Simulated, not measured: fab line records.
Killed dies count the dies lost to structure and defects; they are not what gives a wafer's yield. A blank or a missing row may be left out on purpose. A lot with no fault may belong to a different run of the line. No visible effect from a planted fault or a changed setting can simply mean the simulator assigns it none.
Chamber matching || flow n5-finfet || pecvd-04 running N5_GATE_CUT_PECVD_57: 3 sister chambers
The step deposits SiNx from SiH4/NH3/N2, target thk 21 nm. 15 wafers are shown with their chamber, then 7 later ones without.

WAFERS PAIRED WITH THEIR CHAMBERS
{"wafer": "L519.2", "chamber": 0, "showerhead-plenum-p-Torr (Torr)": 5.05, "throttle-valve-pct (%)": 39.9, "heater-power-w (W)": 673}
{"wafer": "L519.3", "chamber": 1, "showerhead-plenum-p-Torr (Torr)": 5.22, "throttle-valve-pct (%)": 41.8, "heater-power-w (W)": 750}
{"wafer": "L519.5", "chamber": 0, "showerhead-plenum-p-Torr (Torr)": 5.04, "throttle-valve-pct (%)": 40.1, "heater-power-w (W)": 695}
{"wafer": "L520.1", "chamber": 1, "showerhead-plenum-p-Torr (Torr)": 5.22, "throttle-valve-pct (%)": 41.4, "heater-power-w (W)": 700}
{"wafer": "L520.4", "chamber": 1, "showerhead-plenum-p-Torr (Torr)": 5.22, "throttle-valve-pct (%)": 41.6, "heater-power-w (W)": 693}
{"wafer": "L520.5", "chamber": 0, "showerhead-plenum-p-Torr (Torr)": 5.04, "throttle-valve-pct (%)": 40.1, "heater-power-w (W)": 660}
{"wafer": "L522.1", "chamber": 0, "showerhead-plenum-p-Torr (Torr)": 5.03, "throttle-valve-pct (%)": 40.1, "heater-power-w (W)": 704}
{"wafer": "L522.2", "chamber": 1, "showerhead-plenum-p-Torr (Torr)": 5.23, "throttle-valve-pct (%)": 41.4, "heater-power-w (W)": 720}
{"wafer": "L522.3", "chamber": 2, "showerhead-plenum-p-Torr (Torr)": 5.18, "throttle-valve-pct (%)": 39.1, "heater-power-w (W)": 719}
{"wafer": "L528.4", "chamber": 0, "showerhead-plenum-p-Torr (Torr)": 5.05, "throttle-valve-pct (%)": 40.2, "heater-power-w (W)": 688}
{"wafer": "L528.6", "chamber": 2, "showerhead-plenum-p-Torr (Torr)": 5.19, "throttle-valve-pct (%)": 39.5, "heater-power-w (W)": 699}
{"wafer": "L529.3", "chamber": 0, "showerhead-plenum-p-Torr (Torr)": 5.05, "throttle-valve-pct (%)": 39.9, "heater-power-w (W)": 694}
{"wafer": "L529.6", "chamber": 0, "showerhead-plenum-p-Torr (Torr)": 5.05, "throttle-valve-pct (%)": 40.4, "heater-power-w (W)": 701}
{"wafer": "L535.3", "chamber": 1, "showerhead-plenum-p-Torr (Torr)": 5.22, "throttle-valve-pct (%)": 41.7, "heater-power-w (W)": 750}
{"wafer": "L535.4", "chamber": 1, "showerhead-plenum-p-Torr (Torr)": 5.23, "throttle-valve-pct (%)": 41.3, "heater-power-w (W)": 760}

SIGNATURES (averages over the wafers above)
{"reading": "showerhead-plenum-p-Torr", "chamber 0": 5.0443, "chamber 1": 5.2233, "chamber 2": 5.1850, "scatter within a chamber": 0.0068}
{"reading": "throttle-valve-pct", "chamber 0": 40.100, "chamber 1": 41.533, "chamber 2": 39.300, "scatter within a chamber": 0.194}
{"reading": "heater-power-w", "chamber 0": 687.86, "chamber 1": 728.83, "chamber 2": 709.00, "scatter within a chamber": 21.9}
Rule: a wafer lies at a distance from a chamber equal to the root of the sum of squares, over the readings, of (its reading less the chamber's mean, divided by the reading's scatter). If the next closest chamber is less than 2 further off than the closest, the wafer can't be placed; otherwise it belongs to the closest. The scatter is the square root of a quotient: the sum, over the shown wafers, of each reading's squared deviation from its chamber's mean, divided by wafers minus chambers.

WAFERS WHOSE CHAMBER IS MISSING
{"wafer": "L535.6", "showerhead-plenum-p-Torr (Torr)": 5.19, "throttle-valve-pct (%)": 39.4, "heater-power-w (W)": 722}
{"wafer": "L540.3", "showerhead-plenum-p-Torr (Torr)": 5.18, "throttle-valve-pct (%)": 40.1, "heater-power-w (W)": 758}
{"wafer": "L540.5", "showerhead-plenum-p-Torr (Torr)": 5.21, "throttle-valve-pct (%)": 41.4, "heater-power-w (W)": 646}
{"wafer": "L540.6", "showerhead-plenum-p-Torr (Torr)": 5.04, "throttle-valve-pct (%)": 40.0, "heater-power-w (W)": 680}
{"wafer": "L541.1", "showerhead-plenum-p-Torr (Torr)": 5.04, "throttle-valve-pct (%)": 40.2, "heater-power-w (W)": 581}
{"wafer": "L541.5", "showerhead-plenum-p-Torr (Torr)": 5.04, "throttle-valve-pct (%)": 40.1, "heater-power-w (W)": 598}
{"wafer": "L541.6", "showerhead-plenum-p-Torr (Torr)": 5.21, "throttle-valve-pct (%)": 41.4, "heater-power-w (W)": 741}

THE CHAMBER EACH PASSED THROUGH
{"wafer": "L535.6", "from the rows above": 2, "in truth": 2}
{"wafer": "L540.3", "from the rows above": 2, "in truth": 2}
{"wafer": "L540.5", "from the rows above": 1, "in truth": 1}
{"wafer": "L540.6", "from the rows above": 0, "in truth": 0}
{"wafer": "L541.1", "from the rows above": 0, "in truth": 0}
{"wafer": "L541.5", "from the rows above": 0, "in truth": 0}
{"wafer": "L541.6", "from the rows above": 1, "in truth": 1}
Correct placement for 7 of the 7. From these rows, 0 cannot be placed. Number placed wrongly: 0.
